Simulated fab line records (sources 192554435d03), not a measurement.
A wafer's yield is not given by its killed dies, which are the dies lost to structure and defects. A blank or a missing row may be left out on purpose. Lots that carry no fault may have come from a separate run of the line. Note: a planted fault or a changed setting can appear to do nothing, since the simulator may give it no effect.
fab line records    flow n5Finfet
record lots=7  wafers=21
route steps=1938 shown HKMG_FIN@391 GATE_CUT@477 MOL_CONTACT_COAG@563
startH: hours from the record's opening day to when the first of the lot's shown wafers began    waitH: how many hours have passed since the lot's step before this one    " the same as in the row above    L1.1+2: several wafers, shown together as one row    - no value, or no start was given    * or withheld: withheld    < > ~ a bound
route shown NAME@n: a module of which the file shows steps, and the number in the route of the first    usual: mean and standard deviation over wafers with no fault    same: alike in all rows    chamber/n: place in a boat    sites: per-site readings    _std_site: standard deviation across them    _edge_site: inner sites' mean taken away from outer sites' mean    radiusMm: for every site, how far away it sits from the centre of the wafer    mask NAME#n: copy n    behind: the last tool/chamber to shape the wafer    hold: reason for holding the lot/hours on hold/outcome of the hold    device: transistor that didn't switch, given as n, p or np    end of line: at the end of the route, the tests of the same wafers    step lacking rows: just its recipe    killed: not the wafer's yield, but the dies lost to structure and defects at the first sort    map: the dies of a wafer, with x for killed, . for not killed, _ for no die there
set.NAME: the setting that was run; set.NAME@STEP: the one run at that earlier step    model.NAME: the simulator's own value behind a step, which no gauge read
lots with deliberately changed settings; one table per step, one row per wafer
## steps
# step N5_HKMG_FIN_COAT_42
# recipe resist=SiARC  tempC=220  timeS=60  spinRpm=1500  resistThkNm=35
lot.wafer   tool           chamber  startH  waitH  set.spinRpm  model.SiARC_of_HKMG_FIN_COAT_42.thkNm
L074.1+2    lithoTrack-05  0        -       -      1500         35.2
L074.4      "              0        "       "      1500         35
L075.3      lithoTrack-03  0        -       -      1548         34.4
L075.4      "              0        "       "      1500         35
L075.5      "              0        "       "      1548         34.6
L076.1+4    lithoTrack-03  0        -       -      1500         35
L076.5      "              0        "       "      1592         34
L077.1+3    lithoTrack-01  0        -       -      1500         35
L077.6      "              0        "       "      1500         35.2
L080.4      lithoTrack-01  0        -       -      1375         36.8
L080.5+6    "              0        "       "      1500         35.2
L083.1+2+6  lithoTrack-01  0        -       -      1500         35.2
L090.4+5    lithoTrack-03  0        -       -      1500         35.2
L090.6      "              0        "       "      1457         35.6
# step N5_HKMG_FIN_COAT_43
# recipe resist=CAR-ArF  spinRpm=1500  resistThkNm=90
# step N5_HKMG_FIN_EBR_45
# recipe solvent=PGMEA  ebrWidthMm=1.5
# step N5_HKMG_FIN_DESCUM_53
# recipe chemistry=O2  timeS=7.9  sourcePowerW=50  biasPowerW=20  pressureMtorr=20  rfFrequencyHz=2.712e+07  tempC=40  resist=CAR-ArF  o2FlowSccm=225
# step N5_HKMG_FIN_ETCH_54
# recipe chemistry=CF4  target=SiARC  targetDepthA=455  maskMaterial=CAR-ArF  timeS=75.8  ionEnergyEv=80  pressureMtorr=40  sourceW=545  biasW=36  Ar_flow_sccm=100  cf4FlowSccm=100  ends=cleared
lot.wafer  tool        chamber  startH  waitH  set.spinRpm@HKMG_FIN_COAT_42  model.etch.depthNm
L074.1     rieDiel-02  1        74.01   0.0    1500                          35.25
L074.2     "           0        "       "      1500                          35.14
L074.4     "           2        "       "      1500                          35.09
L075.3     rieDiel-05  3        82.52   0.0    1548                          34.45
L075.4     "           1        "       "      1500                          35.08
L075.5     "           3        "       "      1548                          34.52
L076.1     rieDiel-01  1        83.44   0.0    1500                          34.92
L076.4     "           2        "       "      1500                          34.96
L076.5     "           2        "       "      1592                          34.04
L077.1     rieDiel-05  0        97.46   0.0    1500                          35.1
L077.3     "           1        "       "      1500                          35.09
L077.6     "           2        "       "      1500                          35.16
L080.4     rieDiel-01  0        116.02  0.0    1375                          36.76
L080.5     "           2        "       "      1500                          35.1
L080.6     "           1        "       "      1500                          35.17
L083.1     rieDiel-02  1        125.94  0.0    1500                          35.27
L083.2     "           0        "       "      1500                          35.18
L083.6     "           0        "       "      1500                          35.25
L090.4     rieDiel-01  1        166.50  0.0    1500                          35.14
L090.5     "           1        "       "      1500                          35.19
L090.6     "           2        "       "      1457                          35.67
# step N5_HKMG_FIN_ETCH_55
# recipe chemistry=N2/H2  target=SOC  targetDepthA=2400  tempC=40  timeS=300  ionEnergyEv=200  maskMaterial=SiARC  pressureMtorr=30  sourceW=840  biasW=150  n2FlowSccm=200  h2FlowSccm=200
lot.wafer  tool        chamber  startH  waitH  set.spinRpm@HKMG_FIN_COAT_42  model.SiARC_of_HKMG_FIN_COAT_42.thkNm
L074.1+2   rieDiel-02  1,0      74.06   0.0    1500                          21.2
L074.4     "           2        "       "      1500                          21.6
L075.3+5   rieDiel-05  3        82.58   0.0    1548                          20.6
L075.4     "           1        "       "      1500                          21
L076.1+4   rieDiel-01  1,2      83.49   0.0    1500                          21.2
L076.5     "           2        "       "      1592                          20.2
L077.1+3   rieDiel-05  0,1      97.51   0.0    1500                          21
L077.6     "           2        "       "      1500                          21.2
L080.4     rieDiel-01  0        116.14  0.1    1375                          22.4
L080.5     "           2        "       "      1500                          21.2
L080.6     "           1        "       "      1500                          21.4
L083.1     rieDiel-02  1        126.00  0.0    1500                          21.2
L083.2+6   "           0        "       "      1500                          21.4
L090.4     rieDiel-01  1        166.55  0.0    1500                          21.6
L090.5     "           1        "       "      1500                          21.4
L090.6     "           2        "       "      1457                          22
# step N5_HKMG_FIN_STRIP_56
# recipe chemistry=N2/H2  tempC=40  n2FlowSccm=200  h2FlowSccm=200  rfFrequencyHz=6e+07
# step N5_HKMG_FIN_STRIP_57
# recipe chemistry=CF4  resist=SiARC  powerW=300  biasPowerW=75  pressureMtorr=50  cf4FlowSccm=150  rfFrequencyHz=6e+07
# step N5_HKMG_FIN_WET_ETCH_82
# recipe chemistry=dHCl  mix=1:10000  tempC=25  target=La2O3  stopOn=HfO2  targetDepthNm=2  dry=ipaMarangoni  rinseTimeS=30  rinseTempC=23
# step N5_HKMG_FIN_ALD_36
# recipe material=TiN  targetThkA=10  tempC=400  aldPrecursorFamily=TiCl4  aldCoReactant=NH3  pulseTimeS=1  purgeTimeS=3  coReactantPurgeTimeS=2  coReactantPulseTimeS=2  aldCycles=47  pressureTorr=3
# step N5_HKMG_FIN_THK_MEAS_70
# recipe thkMeasGauge=xrf  reads=HfO2_of_HKMG_FIN_HK_ALD_01
# usual HK_THK=1.621/0.017
lot.wafer  tool          chamber  startH  waitH  set.aldCycles@HKMG_FIN_HK_ALD_01  HK_THK[nm]
L074.1     filmMetro-02  -        76.46   0.2    30                                1.625
L074.2     "             -        "       "      25                                1.370
L074.4     "             -        "       "      30                                1.582
L075.3     filmMetro-01  -        85.20   0.2    30                                1.619
L075.4     "             -        "       "      30                                1.612
L075.5     "             -        "       "      27                                1.476
L076.1     filmMetro-02  -        86.19   0.2    30                                1.623
L076.4     "             -        "       "      28                                1.480
L076.5     "             -        "       "      28                                1.520
L077.1     filmMetro-01  -        99.94   0.2    30                                1.618
L077.3     "             -        "       "      30                                1.599
L077.6     "             -        "       "      30                                1.601
L080.4     filmMetro-02  -        118.63  0.2    32                                1.743
L080.5     "             -        "       "      30                                1.605
L080.6     "             -        "       "      32                                1.754
L083.1     filmMetro-01  -        128.33  0.2    28                                1.512
L083.2     "             -        "       "      30                                1.644
L083.6     "             -        "       "      30                                1.634
L090.4     filmMetro-01  -        168.92  0.2    30                                1.607
L090.5     "             -        "       "      28                                1.478
L090.6     "             -        "       "      30                                1.606
# step N5_GATE_CUT_HM_DEP_46
# recipe material=SiO2  targetThkA=1300  tempC=400  precursor=TEOS/O2  pressureTorr=6.5  rfW=900  teosFlowSccm=161.4  gas=O2  flowSccm=2650  timeS=26.6
lot.wafer  tool      chamber  startH  waitH  set.timeS  model.SiO2_of_GATE_CUT_HM_DEP_46.thkNm
L074.1     pecvd-02  1        85.21   0.0    25.19      123.4
L074.2     "         2        "       "      26.6       130.6
L074.4     "         2        "       "      26.6       133.8
L075.3     pecvd-02  2        93.81   0.0    26.6       130.8
L075.4     "         0        "       "      26.6       132.6
L075.5     "         2        "       "      26.6       132.8
L076.1     pecvd-04  0        95.37   0.0    26.6       127
L076.4     "         0        "       "      24.23      118.8
L076.5     "         1        "       "      24.23      118
L077.1     pecvd-01  2        109.38  0.0    26.6       125
L077.3     "         0        "       "      26.6       127.6
L077.6     "         0        "       "      26.6       129.2
L080.4     pecvd-02  2        127.57  0.1    26.6       132.2
L080.5     "         0        "       "      23.53      116
L080.6     "         1        "       "      26.6       131.8
L083.1     pecvd-04  0        136.99  0.0    23.3       112.4
L083.2     "         1        "       "      26.6       127.2
L083.6     "         0        "       "      23.3       113.4
L090.4     pecvd-04  1        178.61  0.1    26.6       126.8
L090.5     "         1        "       "      26.6       128.2
L090.6     "         2        "       "      29.51      139.4
# step N5_GATE_CUT_EXPOSE_10
# recipe maskId=GATE_CUT  na=0.33  sourceShape=annular  sigmaInner=0.35  sigmaOuter=0.8  polarization=unpolarized  targetCdNm=20  doseMj=43.25
lot.wafer   tool           chamber  startH  waitH  mask        set.doseMj
L074.1+2+4  euvScanner-01  0        85.53   -      GATE_CUT#0  43.25
L075.3+4+5  euvScanner-01  0        94.03   -      GATE_CUT#0  43.25
L076.1+4+5  euvScanner-02  0        95.69   -      GATE_CUT#0  41.58
L077.1+3+6  euvScanner-02  0        109.58  -      GATE_CUT#0  43.25
L080.4+5+6  euvScanner-01  0        127.90  -      GATE_CUT#0  44.11
L083.1+2    euvScanner-02  0        137.32  -      GATE_CUT#0  43.25
L083.6      "              0        "       "      GATE_CUT#0  40.59
L090.4+6    euvScanner-02  0        178.84  -      GATE_CUT#0  43.25
L090.5      "              0        "       "      GATE_CUT#0  45.64
# step N5_GATE_CUT_PEB_11
# recipe pebTempC=100  pebTimeS=60  resist=CAR-EUV
# step N5_GATE_CUT_DEVELOP_12
# recipe developTimeS=30  developer=TMAH  resist=CAR-EUV  rinseLiquid=surfactantRinse  dry=airSpin  devTempC=23
# step N5_GATE_CUT_CD_MEAS_13
# recipe targetCdNm=20  landingEnergyEv=500  detector=seInlens
# usual cdNm=20.01/0.25
lot.wafer  tool      chamber  startH  waitH  set.doseMj@GATE_CUT_EXPOSE_10  cdNm
L074.1     cdSem-01  0        85.67   -      43.25                          19.83
L074.2     "         0        "       "      43.25                          19.83
L074.4     "         0        "       "      43.25                          19.90
L075.3     cdSem-03  0        94.15   -      43.25                          20.13
L075.4     "         0        "       "      43.25                          19.55
L075.5     "         0        "       "      43.25                          19.84
L076.1     cdSem-02  0        95.83   -      41.58                          19.23
L076.4     "         0        "       "      41.58                          19.43
L076.5     "         0        "       "      41.58                          19.61
L077.1     cdSem-03  0        109.71  -      43.25                          19.94
L077.3     "         0        "       "      43.25                          20.07
L077.6     "         0        "       "      43.25                          19.97
L080.4     cdSem-03  0        128.02  -      44.11                          20.90
L080.5     "         0        "       "      44.11                          20.30
L080.6     "         0        "       "      44.11                          20.57
L083.1     cdSem-02  0        137.45  -      43.25                          20.15
L083.2     "         0        "       "      43.25                          19.91
L083.6     "         0        "       "      40.59                          18.58
L090.4     cdSem-03  0        178.96  -      43.25                          20.01
L090.5     "         0        "       "      45.64                          21.56
L090.6     "         0        "       "      43.25                          20.32
# step N5_GATE_CUT_DESCUM_18
# recipe chemistry=O2  timeS=7  sourcePowerW=50  biasPowerW=20  pressureMtorr=20  rfFrequencyHz=2.712e+07  tempC=40  resist=CAR-EUV  o2FlowSccm=225
lot.wafer   tool        chamber  startH  waitH  set.doseMj@GATE_CUT_EXPOSE_10  model.GATE_CUT.cdNm
L074.1+4    rieDiel-03  1,2      85.87   0.1    43.25                          20
L074.2      "           0        "       "      43.25                          19.8
L075.3      rieDiel-04  1        94.27   0.0    43.25                          20
L075.4+5    "           1,0      "       "      43.25                          19.8
L076.1+4+5  rieDiel-03  0,3,2    95.95   0.0    41.58                          19.2
L077.1+3+6  rieDiel-04  0,1,1    109.84  0.0    43.25                          20.2
L080.4+5+6  rieDiel-06  2,2,3    128.14  0.0    44.11                          20.4
L083.1      rieDiel-03  1        137.77  0.2    43.25                          20.2
L083.2      "           3        "       "      43.25                          19.8
L083.6      "           2        "       "      40.59                          18.4
L090.4+6    rieDiel-03  0,3      179.07  0.0    43.25                          20
L090.5      "           0        "       "      45.64                          21.2
# step N5_GATE_CUT_ETCH_28
# recipe chemistry=N2/H2  target=underlayer  targetDepthA=130  maskMaterial=CAR-EUV  timeS=10.4  ionEnergyEv=200  pressureMtorr=30  sourceW=840  biasW=150  n2FlowSccm=200  h2FlowSccm=200  ends=cleared
# step N5_GATE_CUT_ETCH_36
# recipe chemistry=CF4  target=SiARC  targetDepthA=130  maskMaterial=CAR-EUV  timeS=21.7  ionEnergyEv=80  pressureMtorr=40  sourceW=545  biasW=36  Ar_flow_sccm=100  cf4FlowSccm=100  ends=cleared
# step N5_GATE_CUT_ETCH_37
# recipe chemistry=N2/H2  target=SOC  targetDepthA=600  overetchA=120  maskMaterial=SiARC  tempC=40  timeS=90  ionEnergyEv=200  pressureMtorr=30  sourceW=840  biasW=150  n2FlowSccm=200  h2FlowSccm=200
lot.wafer   tool        chamber  startH  waitH  set.doseMj@GATE_CUT_EXPOSE_10  model.GATE_CUT.cdNm
L074.1      rieDiel-03  1        85.95   0.0    43.25                          20
L074.2+4    "           0,2      "       "      43.25                          19.8
L075.3      rieDiel-04  1        94.35   0.0    43.25                          20
L075.4+5    "           1,0      "       "      43.25                          19.6
L076.1+4    rieDiel-03  0,3      96.03   0.0    41.58                          19.4
L076.5      "           2        "       "      41.58                          19
L077.1+3+6  rieDiel-04  0,1,1    109.92  0.0    43.25                          20
L080.4+6    rieDiel-06  2,3      128.22  0.0    44.11                          20.4
L080.5      "           2        "       "      44.11                          20.2
L083.1      rieDiel-03  1        137.85  0.0    43.25                          20.2
L083.2      "           3        "       "      43.25                          19.8
L083.6      "           2        "       "      40.59                          18.4
L090.4+6    rieDiel-03  0,3      179.15  0.0    43.25                          20
L090.5      "           0        "       "      45.64                          21.4
# step N5_GATE_CUT_STRIP_38
# recipe chemistry=N2/H2  tempC=40  n2FlowSccm=200  h2FlowSccm=200  rfFrequencyHz=6e+07
# step N5_GATE_CUT_STRIP_39
# recipe chemistry=N2/H2  tempC=40  n2FlowSccm=200  h2FlowSccm=200  rfFrequencyHz=6e+07
# step N5_GATE_CUT_HM_OPEN_40
# recipe chemistry=C4F6/O2  target=SiO2  maskMaterial=SiARC  targetDepthA=1390  timeS=85.1  ionEnergyEv=250  pressureMtorr=30  sourceW=345  biasW=185  Ar_flow_sccm=300  C4F6_flow_sccm=10  O2_flow_sccm=10  ends=cleared
# usual etchRfOnTimeS=92.8/2.2
lot.wafer  tool        chamber  startH  waitH  set.timeS@GATE_CUT_HM_DEP_46  set.doseMj@GATE_CUT_EXPOSE_10  etchRfOnTimeS  model.etch.depthNm  model.SOC_of_GATE_CUT_COAT_34.thkNm  model.GATE_CUT.cdNm
L074.1     rieDiel-03  1        86.03   0.0    25.19                         43.25                          87.9           123.5               33.8                                 20
L074.2     "           0        "       "      26.6                          43.25                          93.2           130.6               32.2                                 19.8
L074.4     "           2        "       "      26.6                          43.25                          98.1           133.7               31.6                                 19.6
L075.3     rieDiel-04  1        94.43   0.0    26.6                          43.25                          94.5           130.7               32.8                                 20
L075.4     "           1        "       "      26.6                          43.25                          97.0           132.7               32.2                                 19.6
L075.5     "           0        "       "      26.6                          43.25                          93.5           132.8               32                                   19.6
L076.1     rieDiel-03  0        96.11   0.0    26.6                          41.58                          90.8           127                 32.8                                 19.6
L076.4     "           3        "       "      24.23                         41.58                          86.4           118.8               34.6                                 19.2
L076.5     "           2        "       "      24.23                         41.58                          85.9           118                 35                                   18.8
L077.1     rieDiel-04  0        110.00  0.0    26.6                          43.25                          86.1           125.1               33.2                                 20
L077.3     "           1        "       "      26.6                          43.25                          91.3           127.7               32.8                                 20
L077.6     "           1        "       "      26.6                          43.25                          92.4           129.3               32.4                                 20
L080.4     rieDiel-06  2        128.30  0.0    26.6                          44.11                          92.5           132.2               32                                   20.6
L080.5     "           2        "       "      23.53                         44.11                          81.1           116                 35.4                                 20.4
L080.6     "           3        "       "      26.6                          44.11                          93.6           131.8               32.4                                 20.4
L083.1     rieDiel-03  1        137.93  0.0    23.3                          43.25                          80.3           112.5               36.2                                 20
L083.2     "           3        "       "      26.6                          43.25                          87.9           127.1               33.2                                 19.8
L083.6     "           2        "       "      23.3                          40.59                          81.4           113.5               35.8                                 18.4
L090.4     rieDiel-03  0        179.24  0.0    26.6                          43.25                          88.9           126.8               33.2                                 20.2
L090.5     "           0        "       "      26.6                          45.64                          89.6           128.1               33                                   21.4
L090.6     "           3        "       "      29.51                         43.25                          98.9           139.4               30.4                                 19.8
# step N5_GATE_CUT_CMP_23
# recipe stopOn=SiO2  tOverpolishS=23.4  postCmpClean=alkalineBrush  downForcePsi=2.5  platenRpm=51.8  padVelocityMS=1.0307  targetThkNm=16
lot.wafer   tool    chamber  startH  waitH  set.downForcePsi
L074.1+4    cmp-01  3,0      88.20   0.8    2.5
L074.2      "       1        "       "      2.705
L075.4+5    cmp-01  1,3      97.73   0.8    2.068
L075.3      "       2        "       "      2.5
L076.4+1+5  cmp-01  0,1,0    99.08   0.8    2.5
L077.1+3+6  cmp-01  2,1,2    112.43  0.8    2.5
L080.4+5    cmp-02  0        130.47  0.8    2.5
L080.6      "       1        "       "      2.937
L083.1+2    cmp-02  3,0      140.46  1.1    2.768
L083.6      "       2        "       "      2.5
L090.4      cmp-01  3        181.64  0.9    2.823
L090.5+6    "       0,1      "       "      2.5
# step N5_GATE_CUT_THK_MEAS_24
# recipe reads=SiO2_of_GATE_CUT_HM_DEP_46+SiO2_flowable_of_ILD0_FCVD_FILL_01
# usual GC_FILL_THK=219.5/1.9
lot.wafer  tool          chamber  startH  waitH  set.timeS@GATE_CUT_HM_DEP_46  GC_FILL_THK[nm]
L074.1     filmMetro-01  -        88.49   -      25.19                         214.4
L074.2     "             -        "       "      26.6                          219.7
L074.4     "             -        "       "      26.6                          223.4
L075.3     filmMetro-01  -        97.95   -      26.6                          219.3
L075.4     "             -        "       "      26.6                          222.1
L075.5     "             -        "       "      26.6                          223.4
L076.1     filmMetro-01  -        99.34   -      26.6                          216.0
L076.4     "             -        "       "      24.23                         209.3
L076.5     "             -        "       "      24.23                         208.4
L077.1     filmMetro-01  -        112.73  -      26.6                          215.8
L077.3     "             -        "       "      26.6                          217.6
L077.6     "             -        "       "      26.6                          220.2
L080.4     filmMetro-01  -        130.77  -      26.6                          222.2
L080.5     "             -        "       "      23.53                         207.6
L080.6     "             -        "       "      26.6                          221.9
L083.1     filmMetro-01  -        140.72  -      23.3                          203.5
L083.2     "             -        "       "      26.6                          216.1
L083.6     "             -        "       "      23.3                          203.3
L090.4     filmMetro-01  -        181.83  -      26.6                          217.4
L090.5     "             -        "       "      26.6                          218.5
L090.6     "             -        "       "      29.51                         230.0
# step N5_GATE_CUT_CMP_43
# recipe material=SiO2  postCmpClean=rinseOnly
lot.wafer  tool    chamber  startH  waitH  set.timeS@GATE_CUT_HM_DEP_46  model.SiO2_of_GATE_CUT_HM_DEP_46.thkNm
L074.1     cmp-04  0        88.52   0.0    25.19                         4.6
L074.2     "       1        "       "      26.6                          5
L074.4     "       2        "       "      26.6                          5.2
L075.4+5   cmp-02  0        98.19   0.2    26.6                          5.2
L075.3     "       2        "       "      26.6                          5
L076.1     cmp-02  3        99.37   0.0    26.6                          4.8
L076.4+5   "       0        "       "      24.23                         4.4
L077.1+3   cmp-01  0,1      112.76  0.0    26.6                          4.8
L077.6     "       1        "       "      26.6                          5
L080.4     cmp-04  0        130.79  0.0    26.6                          5.2
L080.6     "       0        "       "      26.6                          5
L080.5     "       1        "       "      23.53                         4.4
L083.1+6   cmp-02  1,2      140.88  0.2    23.3                          4.2
L083.2     "       0        "       "      26.6                          4.8
L090.4     cmp-01  0        181.85  0.0    26.6                          4.8
L090.5     "       0        "       "      26.6                          5
L090.6     "       1        "       "      29.51                         5.4
# step N5_MOL_CONTACT_COAG_PECVD_31
# recipe material=SiO2  targetThkA=460  tempC=400  precursor=TEOS/O2  pressureTorr=6.5  rfW=withheld  teosFlowSccm=withheld  gas=O2  flowSccm=2650  timeS=8.9
lot.wafer  tool      chamber  startH  waitH  set.tempC  model.SiO2_of_MOL_CONTACT_COAG_PECVD_31.thkNm
L074.1+2   pecvd-02  2,1      99.88   0.3    400        45.6
L074.4     "         2        "       "      400        46
L075.3     pecvd-01  1        108.52  0.3    400        46.8
L075.4     "         1        "       "      400        47.4
L075.5     "         0        "       "      385.6      50.8
L076.1+4   pecvd-01  0,2      113.42  0.3    400        46.6
L076.5     "         1        "       "      404.8      46.4
L077.1     pecvd-03  2        122.39  0.3    400        45.2
L077.3     "         1        "       "      400        45.6
L077.6     "         1        "       "      400        46
L080.4     pecvd-01  0        141.34  0.3    385.8      50
L080.5     "         2        "       "      400        46.2
L080.6     "         1        "       "      400        47.2
L083.1     pecvd-03  0        152.10  0.3    400        45.4
L083.2     "         1        "       "      400        45.2
L083.6     "         2        "       "      400        45.6
L090.4     pecvd-02  1        193.38  0.0    400        45.2
L090.5     "         2        "       "      400        45.6
L090.6     "         0        "       "      392.2      48.8
## key
split step=N5_HKMG_FIN_COAT_42  setting=spinRpm  stated=1500  by=wafer
response step=N5_HKMG_FIN_COAT_42  reading=model.SiARC_of_HKMG_FIN_COAT_42.thkNm  change=-0.177  per=1%  r=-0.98
response step=N5_HKMG_FIN_ETCH_54  reading=model.etch.depthNm  change=-0.179  per=1%  r=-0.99
response step=N5_HKMG_FIN_ETCH_55  reading=model.SiARC_of_HKMG_FIN_COAT_42.thkNm  change=-0.144  per=1%  r=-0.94
split step=N5_GATE_CUT_HM_DEP_46  setting=timeS  stated=26.6  by=wafer
response step=N5_GATE_CUT_HM_DEP_46  reading=model.SiO2_of_GATE_CUT_HM_DEP_46.thkNm  change=+1.2  per=1%  r=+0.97
response step=N5_GATE_CUT_HM_OPEN_40  reading=etchRfOnTimeS  change=*  per=1%  r=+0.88
response step=N5_GATE_CUT_HM_OPEN_40  reading=model.etch.depthNm  change=+1.19  per=1%  r=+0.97
response step=N5_GATE_CUT_HM_OPEN_40  reading=model.SOC_of_GATE_CUT_COAT_34.thkNm  change=-0.251  per=1%  r=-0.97
response step=N5_GATE_CUT_THK_MEAS_24  reading=GC_FILL_THK  change=+1.09  per=1%  r=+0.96
response step=N5_GATE_CUT_CMP_43  reading=model.SiO2_of_GATE_CUT_HM_DEP_46.thkNm  change=+0.0529  per=1%  r=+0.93
split step=N5_GATE_CUT_EXPOSE_10  setting=doseMj  stated=43.25  by=wafer
response step=N5_GATE_CUT_CD_MEAS_13  reading=cdNm  change=+0.244  per=1%  r=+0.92
response step=N5_GATE_CUT_DESCUM_18  reading=model.GATE_CUT.cdNm  change=+0.241  per=1%  r=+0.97
response step=N5_GATE_CUT_ETCH_37  reading=model.GATE_CUT.cdNm  change=+0.257  per=1%  r=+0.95
response step=N5_GATE_CUT_HM_OPEN_40  reading=model.GATE_CUT.cdNm  change=+0.248  per=1%  r=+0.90
split step=N5_GATE_CUT_CMP_23  setting=downForcePsi  stated=2.5  by=wafer
response none clear
split step=N5_MOL_CONTACT_COAG_PECVD_31  setting=tempC  stated=400  by=wafer
response step=N5_MOL_CONTACT_COAG_PECVD_31  reading=model.SiO2_of_MOL_CONTACT_COAG_PECVD_31.thkNm  change=-1.04  per=1%  r=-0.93
split outsideThisFile step=N5_HKMG_FIN_HK_ALD_01 setting=aldCycles
# split outsideThisFile: this setting was split too, and the file shows its column; the key of that split is in another file
